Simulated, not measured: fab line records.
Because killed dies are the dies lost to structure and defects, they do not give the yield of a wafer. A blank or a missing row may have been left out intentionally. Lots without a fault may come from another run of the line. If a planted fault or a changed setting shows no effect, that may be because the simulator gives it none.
Check of tool commonality -- flow nand-harc -- 1 lot, 1 wafer sampled

## THE REASON FOR OPENING IT
At NHARC_END_SORT_01 the reading killed-at-periphery is flagged on 1 of 1 lot. Fault-free wafers read 3.4, with a standard deviation of 2.1.
Rule: flag the lot when none of its wafers has a number, or when each of its wafers that has one lies beyond 4 standard deviations from that mean. The other lots count as sound.

lot,measured,on,"killed-at-periphery, wafer by wafer",flag
L798,day 22 03:02,prober-01,93,FLAGGED
Average over the flagged lots: 93.0; offset from the usual +89.6, equal to +43 standard deviations.

## TOOL THAT RAN EACH LOT
2 process steps preceding the reading are held in the record, out of 1159 steps in the route. In each cell: the tool, then ch and the chambers that the sampled wafers went through, then the start.
lot,flag,NHARC_P_M2_DEGAS_29,NHARC_P_M2_PVD_21
L798,FLAGGED,"pvd-sputter-03, day 8 22:34","pvd-sputter-03, day 8 22:46"
What these steps do:
- NHARC_P_M2_DEGAS_29: time 60 s.
- NHARC_P_M2_PVD_21: deposits Cu, target thk 30 nm, time 20.49 s.
- NHARC_END_SORT_01

## FLAGGED AGAINST TOTAL, ONE TOOL AT A TIME (gauges that did the reading follow at the end)
step,tool,lots run,flagged,share of the flagged lots,sound lots run after its first flagged lot
NHARC_P_M2_DEGAS_29,pvd-sputter-03,1,1,all,0
NHARC_P_M2_PVD_21,pvd-sputter-03,1,1,all,0
NHARC_END_SORT_01,prober-01,1,1,all,0

## WHAT THE TABLE ALLOWS
In the table, 3 rows ran each flagged lot (pvd-sputter-03 at NHARC_P_M2_DEGAS_29; pvd-sputter-03 at NHARC_P_M2_PVD_21; prober-01 at NHARC_END_SORT_01).
- pvd-sputter-03 at NHARC_P_M2_DEGAS_29: 1 of its 1 lot flagged. It ran no sound lot before its first flagged lot in this sample, so the start can't be narrowed down.
- pvd-sputter-03 at NHARC_P_M2_PVD_21: 1 of its 1 lot flagged. It ran no sound lot before its first flagged lot in this sample, so the start can't be narrowed down.
- prober-01 at NHARC_END_SORT_01: 1 of its 1 lot flagged. It ran no sound lot before its first flagged lot in this sample, so the start can't be narrowed down.
Because each of these 2 tools fits a fault that began at some hour, counting lots does not separate them. More lots, or a look at what each step does to the wafer, might.

## WHAT THE SIMULATOR HAD PUT IN
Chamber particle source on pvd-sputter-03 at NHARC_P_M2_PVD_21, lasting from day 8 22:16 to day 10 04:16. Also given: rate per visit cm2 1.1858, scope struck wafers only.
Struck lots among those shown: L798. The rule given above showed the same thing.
